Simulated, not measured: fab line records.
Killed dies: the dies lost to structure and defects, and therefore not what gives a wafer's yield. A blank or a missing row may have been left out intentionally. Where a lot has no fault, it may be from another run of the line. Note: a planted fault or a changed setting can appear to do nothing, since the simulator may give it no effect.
Matching of chambers	flow n5_finfet	rie_diel-01 running N5_BEOL_M11_VIA_ETCH_34: 4 sister chambers
The step etches SiCOH lowk in C4F6/O2, target depth 184.5 nm, time 69.2 s. 20 wafers are shown with their chamber, then 10 later ones without.

## WAFERS PAIRED WITH THEIR CHAMBERS
wafer	chamber	showerhead_plenum_p_Torr (Torr)	rf_vpp_V (V)	drypump_motor_current_A (A)
L076.1	0	2.86	641	4.9
L076.2	2	2.79	672	5.0
L076.3	1	2.89	676	5.8
L076.4	1	2.89	674	5.8
L076.5	2	2.79	672	5.0
L076.6	0	2.86	643	4.9
L078.1	2	2.79	672	5.0
L078.3	0	2.86	642	4.9
L078.6	2	2.79	672	5.0
L083.4	1	2.88	675	5.8
L083.5	2	2.79	671	5.0
L083.6	3	2.71	651	5.4
L082.1	1	2.88	674	5.8
L082.2	2	2.79	672	5.0
L082.4	3	2.71	651	5.4
L085.2	1	2.88	675	5.9
L085.3	2	2.78	670	5.0
L085.6	2	2.78	672	5.0
L086.1	3	2.71	652	5.3
L086.2	0	2.85	643	4.9

SIGNATURES (averages over the wafers above)
reading	chamber 0	chamber 1	chamber 2	chamber 3	scatter within a chamber
showerhead_plenum_p_Torr	2.8575	2.8840	2.7875	2.7100	0.00464
rf_vpp_V	642.25	674.80	671.62	651.33	0.794
drypump_motor_current_A	4.900	5.820	5.000	5.367	0.0303
Rule: a wafer's distance from a chamber is the root of the sum, over the readings, of the square of ((its reading less the chamber's mean) divided by the reading's scatter). If the next closest chamber is less than 2 further off than the closest, the wafer can't be placed; otherwise it belongs to the closest. The scatter: the root of (the sum of the squares of (reading less its chamber's mean) over the shown wafers, divided by (wafers less chambers)).

## WAFERS MISSING THEIR CHAMBER
wafer	showerhead_plenum_p_Torr (Torr)	rf_vpp_V (V)	drypump_motor_current_A (A)
L086.4	2.78	671	5.0
L087.2	2.88	676	5.8
L087.3	2.71	653	5.3
L087.6	2.78	671	5.0
L092.2	2.70	651	5.3
L092.4	2.85	640	4.9
L092.6	2.70	649	5.4
L095.1	2.78	671	5.0
L095.2	2.70	651	5.3
L095.4	2.78	672	5.0

## EACH ONE'S CHAMBER
wafer	from the rows above	in truth
L086.4	2	2
L087.2	1	1
L087.3	3	3
L087.6	2	2
L092.2	3	3
L092.4	0	0
L092.6	3	3
L095.1	2	2
L095.2	3	3
L095.4	2	2
Placed correctly: 10 of 10. Can't be placed from these rows: 0. Number placed wrongly: 0.
